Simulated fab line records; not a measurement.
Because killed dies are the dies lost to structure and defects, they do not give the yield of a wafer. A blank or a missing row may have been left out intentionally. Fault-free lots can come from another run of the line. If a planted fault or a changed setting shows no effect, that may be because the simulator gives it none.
Chamber matching | flow nand-harc | ald-hk-03 running NHARC_A_CHANNEL_FILL_D2_ALD_14: 4 sister chambers
The step deposits SiO2, target thk 2.5 nm, pulse time 10 s, ald cycles 25. 14 wafers are shown with their chamber, then 7 later ones without.

## EACH WAFER AND ITS CHAMBER
wafer  | chamber | heater-power-w (W) | precursor-pulse-height-rel
L077.2 | 3       | 405                | 0.974
L077.4 | 0       | 447                | 1.001
L077.6 | 3       | 412                | 0.994
L079.1 | 1       | 533                | 1.005
L079.2 | 3       | 406                | 1.011
L079.3 | 2       | 479                | 1.010
L085.1 | 1       | 531                | 0.982
L085.2 | 2       | 475                | 0.978
L085.4 | 3       | 402                | 1.043
L088.1 | 0       | 431                | 1.002
L088.2 | 2       | 471                | 0.997
L088.5 | 1       | 511                | 0.985
L090.2 | 0       | 432                | 0.994
L090.3 | 1       | 520                | 0.985

SIGNATURES (averages over the wafers above)
reading                    | chamber 0 | chamber 1 | chamber 2 | chamber 3 | scatter within a chamber
heater-power-w             | 436.67    | 523.75    | 475.00    | 406.25    | 7.48
precursor-pulse-height-rel | 0.99900   | 0.98925   | 0.99500   | 1.00550   | 0.0186
Rule: a wafer's distance from a chamber is the root of the sum, over the readings, of the square of ((its reading less the chamber's mean) divided by the reading's scatter). If the next closest chamber is less than 2 further off than the closest, the wafer can't be placed; otherwise it belongs to the closest. The scatter: the root of (the sum of the squares of (reading less its chamber's mean) over the shown wafers, divided by (wafers less chambers)).

## WAFERS WHOSE CHAMBER IS MISSING
wafer  | heater-power-w (W) | precursor-pulse-height-rel
L090.6 | 470                | 1.008
L096.2 | 413                | 1.004
L096.3 | 529                | 0.965
L096.4 | 483                | 0.992
L097.1 | 488                | 0.990
L097.2 | 540                | 1.006
L097.5 | 413                | 0.995

## THE CHAMBER EACH PASSED THROUGH
wafer  | from the rows above | in truth
L090.6 | 2                   | 2
L096.2 | 3                   | 3
L096.3 | 1                   | 1
L096.4 | 2                   | 2
L097.1 | 2                   | 2
L097.2 | 1                   | 1
L097.5 | 3                   | 3
Placed correctly: 7 of 7. Left unplaced by these rows: 0. Wrongly placed: 0.
